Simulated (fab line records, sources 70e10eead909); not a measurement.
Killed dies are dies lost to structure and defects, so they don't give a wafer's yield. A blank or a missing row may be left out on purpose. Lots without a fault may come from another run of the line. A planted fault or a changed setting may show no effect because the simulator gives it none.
fab line records | flow nand_harc
record lots=12 wafers=36 last_day=33
route steps=1302 shown P_GATE@149 END@1302
lots that met no fault: from a run of the same line without faults
start_h: hours from the record's first day to the start of the lot's first wafer shown | wait_h: hours since the lot's step before | " the same as in the row above | L1.1+2: a row that stands for several wafers | - no value, or no start given | * or withheld: withheld | < > ~ a bound
route shown NAME@n: a module of which the file shows steps, and the number in the route of the first | usual: mean/standard deviation of fault-free wafers | same: alike in all rows | chamber/n: place in a boat | sites: the reading at each site | _std_site: their standard deviation | _edge_site: outer sites' mean less inner sites' | radius_mm: how far each site lies from the wafer's centre | mask NAME#n: copy n | behind: the tool/chamber that last shaped the wafer | hold: why the lot was held/for how many hours/how that ended | device: the transistor (n, p or np) that didn't switch | end of line: the same wafers' tests at the end of the route | a step without rows: its recipe alone | killed: dies lost to structure and defects at the first sort, not the wafer's yield | map: a wafer's dies, x killed, . not, _ none there
set.NAME: the setting as run; set.NAME@STEP: as run at that earlier step | model.NAME: the simulator's own value behind a step, which no gauge read
steps of the route over a sample of lots; a table a step, a row a wafer
services: from which hour (start_h, from the record's first day; less than 0 if before it) a tool's chamber was out of use, for how many hours, and why
## steps
# step NHARC_P_GATE_ETCH_32
# recipe target_depth_a=1500 over_etch_frac=1 over_etch_ion_energy_ev=40 time_s=100.1 hbr_flow_sccm=150 cl2_flow_sccm=50 rf_w=400 icp_w=400 bias_w=100 chemistry=HBr/Cl2
# usual chamber_pressure_mTorr=15.000/0.014 drypump_motor_current_A=5.8/0.46 he_backside_leak_sccm=2.56/0.3 oes_product_au=0.999/0.0069 throttle_valve_pct=26.406/0.0089
# columns lot.wafer tool chamber start_h wait_h chamber_pressure_mTorr drypump_motor_current_A he_backside_leak_sccm oes_product_au rf_hours_counter_h throttle_valve_pct
L327.3 rie_si-04 1 95.41 - 15.010 5.8 2.38 1.001 0.4 26.400
L327.2 " 3 " " 14.980 5.8 2.93 1.005 0.6 26.410
L327.6 " 0 " " 15.009 6.6 2.59 1.002 - 26.422
L329.3 rie_si-06 0 115.60 - 15.006 5.5 2.69 0.999 0.3 26.409
L329.2 " 2 " " 15.002 5.4 2.36 1.010 0.3 26.390
L329.6 " 0 " " 14.987 5.5 2.83 0.999 - 26.412
L332.1 rie_si-02 0 148.40 - 15.011 5.7 4.99 0.989 0.1 26.405
L332.4 " 1 " " 14.991 5.7 2.32 0.991 0.2 26.386
L332.5 " 1 " " 15.022 5.6 2.32 0.998 - 26.412
L334.2 rie_si-04 3 174.79 - 14.967 5.7 2.89 0.997 0.0 26.399
L334.4 " 1 " " 15.010 5.8 2.37 1.016 0.0 26.418
L334.3 " 2 " " 14.994 6.1 2.49 1.010 0.0 26.414
L335.3 rie_si-04 2 182.49 - 14.973 6.2 2.58 0.998 0.1 26.407
L335.1 " 1 " " 15.033 5.8 2.39 1.007 0.1 26.416
L335.5 " 3 " " 15.003 5.7 2.94 1.004 - 26.413
L338.4 rie_si-06 0 210.19 - 15.013 5.6 2.90 1.004 1.0 26.395
L338.2 " 2 " " 14.984 5.4 2.41 0.989 0.8 26.407
L338.5 " 3 " " 15.010 5.0 2.44 1.000 - 26.398
L339.3 rie_si-02 2 224.02 - 15.007 6.0 2.52 1.009 0.6 26.415
L339.5 " 3 " " 15.028 5.7 2.43 0.995 - 26.405
L339.6 " 0 " " 15.010 5.7 2.87 1.001 - 26.418
L344.2 rie_si-04 3 263.81 - 14.998 5.7 3.06 0.999 0.5 26.392
L344.4 " 1 " " 15.027 5.8 2.39 0.994 0.6 26.404
L344.5 " 3 " " 15.024 5.7 3.05 1.002 - 26.405
L345.3 rie_si-06 0 274.87 - 14.994 5.6 2.93 1.017 0.1 26.414
L345.1 " 3 " " 15.003 5.0 2.49 1.005 0.1 26.402
L345.5 " 1 " " 15.014 6.5 2.34 0.999 - 26.416
L346.2 rie_si-02 0 292.56 - 15.002 5.7 2.79 0.983 0.1 26.414
L346.1 " 1 " " 15.001 5.7 2.30 0.990 0.0 26.382
L346.4 " 2 " " 14.995 6.0 2.46 1.012 0.0 26.419
L347.2 rie_si-04 2 295.47 - 14.992 6.2 2.46 0.998 0.7 26.401
L347.3 " 0 " " 14.997 6.7 2.54 1.000 0.7 26.391
L347.1 " 1 " " 14.964 5.8 2.45 1.006 0.7 26.428
L350.4 rie_si-02 1 326.53 - 14.997 5.7 2.29 0.997 0.2 26.405
L350.3 " 2 " " 14.986 6.1 2.55 0.997 0.2 26.399
L350.1 " 3 " " 15.004 5.6 2.34 0.989 0.3 26.406
# step NHARC_P_GATE_STRIP_111
# recipe power_w=1500 temp_c=110 time_s=250 chemistry=N2/H2
# usual drypump_motor_current_A=5.3/0.39 heater_power_w=88/6.5
# columns lot.wafer tool chamber start_h wait_h drypump_motor_current_A heater_power_w rf_hours_counter_h
L327.2 plasma_asher-01 0 107.40 0.3 5.7 82 23
L327.3 " 1 " " 4.6 87 -
L327.6 " 0 " " 5.7 80 -
L329.2 plasma_asher-01 0 127.48 0.2 5.6 83 27
L329.3 " 1 " " 4.6 86 -
L329.6 " 1 " " 4.6 88 -
L332.1 plasma_asher-02 0 160.49 0.2 5.4 85 15
L332.4 " 1 " " 5.4 99 -
L332.5 " 1 " " 5.4 100 -
L334.2 plasma_asher-02 0 186.60 0.2 5.4 84 21
L334.3 " 0 " " 5.4 85 -
L334.4 " 1 " " 5.4 97 -
L335.1 plasma_asher-02 1 194.46 0.3 5.4 100 22
L335.3 " 0 " " 5.4 83 -
L335.5 " 1 " " 5.4 99 -
L338.2 plasma_asher-02 0 222.13 0.2 5.4 83 26
L338.4 " 0 " " 5.4 86 -
L338.5 " 1 " " 5.4 99 -
L339.3 plasma_asher-02 0 235.84 0.2 5.3 85 -
L339.6 " 0 " " 5.4 83 -
L339.5 " 1 " " 5.4 96 -
L344.2 plasma_asher-01 1 275.77 0.2 4.6 82 18
L344.4 " 1 " " 4.6 84 -
L344.5 " 1 " " 4.6 83 -
L345.1 plasma_asher-02 0 288.86 0.2 5.4 86 9
L345.3 " 1 " " 5.4 98 -
L345.5 " 1 " " 5.4 99 -
L346.2 plasma_asher-02 0 306.49 0.2 5.4 88 13
L346.1 " 1 " " 5.4 101 13
L346.4 " 1 " " 5.4 100 -
L347.1 plasma_asher-01 1 307.35 0.2 4.6 83 23
L347.2 " 0 " " 5.7 84 23
L347.3 " 0 " " 5.7 83 -
L350.1 plasma_asher-02 1 338.66 0.2 5.4 97 19
L350.4 " 0 " " 5.4 86 -
L350.3 " 1 " " 5.4 99 -
# step NHARC_P_GATE_EXPOSE_56
# recipe na=0.6 target_cd_nm=720 dose_mj=14.81 mask_id=P_PSD
# usual reticle_temp_C=22.98/0.1
# same na=0.6
# columns lot.wafer tool chamber start_h wait_h mask reticle_temp_C
L327.2 krf_scanner-01 0 108.43 - P_PSD#0 22.85
L327.3 " 0 " " P_PSD#0 22.96
L327.6 " 0 " " P_PSD#0 22.92
L329.2 krf_scanner-01 0 128.51 - P_PSD#0 22.94
L329.3 " 0 " " P_PSD#0 22.89
L329.6 " 0 " " P_PSD#0 22.96
L332.1 krf_scanner-01 0 161.51 - P_PSD#0 22.99
L332.4 " 0 " " P_PSD#0 22.96
L332.5 " 0 " " P_PSD#0 23.09
L334.2 krf_scanner-01 0 187.68 - P_PSD_R1#0 23.03
L334.3 " 0 " " P_PSD_R1#0 23.11
L334.4 " 0 " " P_PSD_R1#0 23.07
L335.1 krf_scanner-01 0 195.35 - P_PSD#0 22.81
L335.3 " 0 " " P_PSD#0 22.78
L335.5 " 0 " " P_PSD#0 22.82
L338.2 krf_scanner-03 0 223.15 - P_PSD#0 22.93
L338.4 " 0 " " P_PSD#0 23.06
L338.5 " 0 " " P_PSD#0 22.85
L339.3 krf_scanner-01 0 236.82 - P_PSD#0 23.01
L339.5 " 0 " " P_PSD#0 23.12
L339.6 " 0 " " P_PSD#0 23.08
L344.2 krf_scanner-03 0 276.80 - P_PSD#0 23.26
L344.4 " 0 " " P_PSD#0 23.12
L344.5 " 0 " " P_PSD#0 23.26
L345.1 krf_scanner-02 0 289.93 - P_PSD#0 22.90
L345.3 " 0 " " P_PSD#0 23.05
L345.5 " 0 " " P_PSD#0 22.99
L346.1 krf_scanner-02 0 307.43 - P_PSD#0 22.78
L346.2 " 0 " " P_PSD#0 22.95
L346.4 " 0 " " P_PSD#0 22.93
L347.1 krf_scanner-01 0 308.42 - P_PSD#0 23.10
L347.2 " 0 " " P_PSD#0 23.01
L347.3 " 0 " " P_PSD#0 22.98
L350.1 krf_scanner-03 0 339.67 - P_PSD#0 22.98
L350.3 " 0 " " P_PSD#0 22.88
L350.4 " 0 " " P_PSD#0 23.17
# step NHARC_P_GATE_CD_MEAS_59
# recipe target_cd_nm=720 landing_energy_ev=500
# usual cd_nm=720.0/1
# columns lot.wafer tool chamber start_h wait_h cd_nm
L327.2 cd_sem-03 0 108.59 - 721.5
L327.3 " 0 " " 721.1
L327.6 " 0 " " 719.0
L329.2 cd_sem-03 0 128.66 - 722.2
L329.3 " 0 " " 719.4
L329.6 " 0 " " 721.3
L332.1 cd_sem-02 0 161.66 - 719.7
L332.4 " 0 " " 719.0
L332.5 " 0 " " 719.4
L334.2 cd_sem-01 0 187.83 - 711.4
L334.3 " 0 " " 711.3
L334.4 " 0 " " 711.0
L335.1 cd_sem-01 0 195.50 - 719.1
L335.3 " 0 " " 721.5
L335.5 " 0 " " 717.0
L338.2 cd_sem-02 0 223.31 - 720.4
L338.4 " 0 " " 717.9
L338.5 " 0 " " 720.7
L339.3 cd_sem-01 0 236.97 - 723.6
L339.5 " 0 " " 720.8
L339.6 " 0 " " 720.4
L344.2 cd_sem-02 0 276.95 - 719.2
L344.4 " 0 " " 718.8
L344.5 " 0 " " 719.8
L345.1 cd_sem-03 0 290.08 - 720.0
L345.3 " 0 " " 719.6
L345.5 " 0 " " 720.6
L346.1 cd_sem-02 0 307.59 - 720.8
L346.2 " 0 " " 720.2
L346.4 " 0 " " 720.6
L347.1 cd_sem-03 0 308.57 - 720.5
L347.2 " 0 " " 719.4
L347.3 " 0 " " 719.2
L350.1 cd_sem-03 0 339.83 - 720.5
L350.3 " 0 " " 721.0
L350.4 " 0 " " 721.0
# step NHARC_P_GATE_STRIP_76
# recipe power_w=1500 temp_c=250 chemistry=O2
# usual drypump_motor_current_A=5.3/0.34 heater_power_w=334/24
# columns lot.wafer tool chamber start_h wait_h drypump_motor_current_A heater_power_w rf_hours_counter_h
L327.2 plasma_asher-02 0 109.38 0.2 5.4 316 5
L327.3 " 1 " " 5.4 368 -
L327.6 " 1 " " 5.4 371 -
L329.2 plasma_asher-02 0 129.46 0.2 5.4 320 8
L329.3 " 0 " " 5.4 326 -
L329.6 " 1 " " 5.4 367 -
L332.1 plasma_asher-02 1 162.46 0.2 5.4 368 16
L332.4 " 1 " " 5.4 365 -
L332.5 " 1 " " 5.4 365 -
L334.2 plasma_asher-02 0 188.62 0.2 5.4 324 22
L334.4 " 0 " " 5.4 308 -
L334.3 " 1 " " 5.4 361 -
L335.1 plasma_asher-01 0 196.30 0.2 5.7 314 1
L335.3 " 0 " " 5.7 312 -
L335.5 " 0 " " 5.7 314 -
L338.2 plasma_asher-02 1 224.10 0.2 5.4 364 27
L338.4 " 1 " " 5.4 362 -
L338.5 " 0 " " 5.4 322 -
L339.3 plasma_asher-02 1 237.86 0.1 5.4 372 -
L339.6 " 0 " " 5.4 319 -
L339.5 " 1 " " 5.4 376 -
L344.2 plasma_asher-02 1 277.73 0.2 5.4 369 8
L344.4 " 1 " " 5.4 368 -
L344.5 " 1 " " 5.4 377 -
L345.1 plasma_asher-01 1 290.87 0.2 4.7 316 20
L345.3 " 0 " " 5.7 313 -
L345.5 " 1 " " 4.6 314 -
L346.1 plasma_asher-02 1 308.37 0.2 5.4 362 14
L346.2 " 0 " " 5.4 326 14
L346.4 " 1 " " 5.4 373 -
L347.1 plasma_asher-02 0 309.36 0.2 5.3 334 14
L347.2 " 1 " " 5.4 373 14
L347.3 " 0 " " 5.3 336 -
L350.1 plasma_asher-02 0 340.61 0.2 5.4 341 20
L350.4 " 0 " " 5.4 328 -
L350.3 " 1 " " 5.4 369 -
# step NHARC_END_SORT_01
# recipe temp_c=25
# usual killed_at_array=55/17 killed_at_other=1.1/1.4 killed_at_periphery=3.9/3 killed_dies=59/17 killed_open=3.5/2 killed_short=2.6/1.6
# same gross_dies=677
# columns lot.wafer tool chamber start_h wait_h killed_at_array killed_at_other killed_at_periphery killed_dies killed_open killed_short
L334.2 prober-01 0 635.92 2.8 83 0 3 86 0 4
L334.3 prober-01 0 636.73 3.1 89 0 3 92 5 1
L334.4 prober-01 0 637.53 3.4 83 0 7 90 3 1
L338.2 prober-02 0 668.58 2.8 49 0 4 53 1 1
L338.4 prober-02 0 670.17 3.4 56 1 3 60 4 4
L338.5 prober-02 0 670.96 3.7 60 1 4 65 1 3
L339.3 prober-02 0 683.77 3.1 66 1 3 70 2 4
L339.5 prober-02 0 685.37 3.7 65 1 6 72 6 4
L339.6 prober-02 0 686.18 4.0 71 2 3 76 5 4
L346.1 prober-01 0 764.37 2.5 61 0 7 68 2 2
L346.2 prober-01 0 765.19 2.8 76 0 1 77 2 0
L346.4 prober-01 0 766.83 3.5 82 0 5 87 4 2
# killed by level:class
L334.2 A_SLIT:chamber_film_flake=31 A_CHANNEL_HOLE_D1:chamber_film_flake=23 A_STAIRCASE:chamber_film_flake=8 A_CHANNEL_HOLE_D2:chamber_film_flake=8 A_BLC:chamber_film_flake=3 A_CHANNEL_HOLE_D2:geometric_particle:short=2 P_ZERO_WELL:chamber_film_flake=2 A_WL_FILL:chamber_film_flake=2
L334.3 A_SLIT:chamber_film_flake=33 A_CHANNEL_HOLE_D1:chamber_film_flake=19 A_CHANNEL_HOLE_D2:chamber_film_flake=11 A_STAIRCASE:chamber_film_flake=10 A_CONTACT:chamber_film_flake=4 P_M0:geometric_particle:open=2 A_ONON_D1:geometric_particle:open=2 A_CHANNEL_FILL_D1:chamber_film_flake=2
L334.4 A_SLIT:chamber_film_flake=32 A_CHANNEL_HOLE_D1:chamber_film_flake=21 A_STAIRCASE:chamber_film_flake=7 A_BLC:chamber_film_flake=7 A_CHANNEL_HOLE_D2:chamber_film_flake=4 A_CONTACT:chamber_film_flake=4 P_ZERO_WELL:chamber_film_flake=3 P_GATE:chamber_film_flake=3
L338.2 A_SLIT:chamber_film_flake=23 A_CHANNEL_HOLE_D2:chamber_film_flake=12 A_STAIRCASE:chamber_film_flake=4 P_M1:chamber_film_flake=3 A_CONTACT:chamber_film_flake=3 A_CHANNEL_HOLE_D1:chamber_film_flake=2 A_CHANNEL_FILL_D2:geometric_particle:open=1 A_SGD_CUT:geometric_particle:short=1
L338.4 A_SLIT:chamber_film_flake=31 A_CHANNEL_HOLE_D2:chamber_film_flake=14 A_DECK1_JOINT:geometric_particle:short=2 A_CHANNEL_FILL_D2:geometric_particle:open=2 P_M1:chamber_film_flake=2 A_WL_FILL:chamber_film_flake=2 P_M0:geometric_particle:short=1 A_CHANNEL_HOLE_D1:geometric_particle:short=1
L338.5 A_SLIT:chamber_film_flake=33 A_CHANNEL_HOLE_D2:chamber_film_flake=13 A_CHANNEL_HOLE_D1:chamber_film_flake=5 P_M1:chamber_film_flake=2 A_WL_FILL:chamber_film_flake=2 P_CONTACT:geometric_particle:short=1 A_SOURCE_PLATE:geometric_particle:short=1 A_CHANNEL_FILL_D1:geometric_particle:short=1
L339.3 A_SLIT:chamber_film_flake=28 A_CHANNEL_HOLE_D2:chamber_film_flake=17 A_STAIRCASE:chamber_film_flake=5 A_CONTACT:chamber_film_flake=5 A_CHANNEL_HOLE_D1:chamber_film_flake=3 A_WL_FILL:chamber_film_flake=2 P_M0:geometric_particle:open=1 A_ONON_D1:geometric_particle:open=1
L339.5 A_SLIT:chamber_film_flake=27 A_CHANNEL_HOLE_D2:chamber_film_flake=12 A_CHANNEL_HOLE_D1:chamber_film_flake=8 A_CONTACT:chamber_film_flake=4 A_BONDPAD:chamber_film_flake=4 A_DECK1_JOINT:geometric_particle:open=2 A_ONON_D2:geometric_particle:short=2 P_M1:chamber_film_flake=2
L339.6 A_SLIT:chamber_film_flake=29 A_CHANNEL_HOLE_D2:chamber_film_flake=11 A_CHANNEL_HOLE_D1:chamber_film_flake=7 A_CONTACT:chamber_film_flake=6 A_STAIRCASE:chamber_film_flake=4 A_CHANNEL_FILL_D2:chamber_film_flake=3 A_WL_FILL:chamber_film_flake=3 A_CHANNEL_FILL_D1:geometric_particle:short=2
L346.1 A_SLIT:chamber_film_flake=21 A_CHANNEL_HOLE_D2:chamber_film_flake=20 A_CHANNEL_HOLE_D1:chamber_film_flake=6 A_CONTACT:chamber_film_flake=6 P_ZERO_WELL:chamber_film_flake=2 P_M0:chamber_film_flake=2 A_STAIRCASE:chamber_film_flake=2 A_CHANNEL_HOLE_D1:geometric_particle:short=1
L346.2 A_SLIT:chamber_film_flake=31 A_CHANNEL_HOLE_D2:chamber_film_flake=25 A_CHANNEL_HOLE_D1:chamber_film_flake=9 A_CONTACT:chamber_film_flake=6 A_STAIRCASE:chamber_film_flake=2 A_WL_FILL:chamber_film_flake=2 P_M1:geometric_particle:open=1 A_CHANNEL_FILL_D2:geometric_particle:open=1
L346.4 A_SLIT:chamber_film_flake=36 A_CHANNEL_HOLE_D2:chamber_film_flake=25 A_CHANNEL_HOLE_D1:chamber_film_flake=8 A_CONTACT:chamber_film_flake=5 P_CONTACT:geometric_particle:open=2 A_M0:geometric_particle:open=2 A_WL_FILL:chamber_film_flake=2 A_SOURCE_PLATE:geometric_particle:short=1
## services
# columns tool chamber start_h hours kind
rie_si-06 - 72.00 9.0 pm
plasma_asher-02 - 72.39 9.0 pm
rie_si-06 3 84.09 5.6 repair
krf_scanner-01 - 92.78 0.5 repair
rie_si-02 - 93.04 3.8 repair
krf_scanner-02 - 94.00 4.0 pm
rie_si-02 - 100.00 9.0 pm
krf_scanner-01 - 103.90 3.2 repair
krf_scanner-01 - 114.62 0.8 repair
rie_si-06 2 137.17 7.0 repair
krf_scanner-01 - 140.00 4.0 pm
rie_si-04 - 165.00 9.0 pm
plasma_asher-01 - 178.44 9.0 pm
plasma_asher-02 - 206.38 2.4 repair
plasma_asher-02 - 212.58 2.8 repair
krf_scanner-03 - 225.10 4.0 pm
rie_si-06 - 249.00 9.0 pm
plasma_asher-02 - 249.39 9.0 pm
plasma_asher-01 - 266.46 5.2 repair
rie_si-02 - 277.00 9.0 pm
krf_scanner-03 - 278.13 0.9 repair
krf_scanner-03 - 300.92 1.1 repair
rie_si-06 2 308.96 9.1 repair
krf_scanner-01 - 312.00 4.0 pm
## key
first_sign step=NHARC_P_GATE_EXPOSE_56 reading=mask direction=changed
effect step=NHARC_P_GATE_CD_MEAS_59 reading=cd_nm direction=down sigmas=8.6 usual=720.0 struck=711.2
met_at NHARC_P_GATE_EXPOSE_56
struck_lots L334
tester_left_out L334
not_acting_at NHARC_P_GATE_ETCH_32,NHARC_P_GATE_STRIP_111,NHARC_P_GATE_STRIP_76
onset_between 161.51 187.68
fault kind=wrong_mask tool=any chamber=- onset_h=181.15 steps=NHARC_P_GATE_EXPOSE_56 aux_copy=P_PSD_R1#0 cd_offset_nm=-7.8161 scope=struck_lots_only
# tester_left_out: of these lots the tester's yield and bins aren't shown, on N5 and GAA mostly nor the transistor test; their killed dies are dies lost to structure and defects alone, not to doping, threshold or leakage, so they don't give the yield
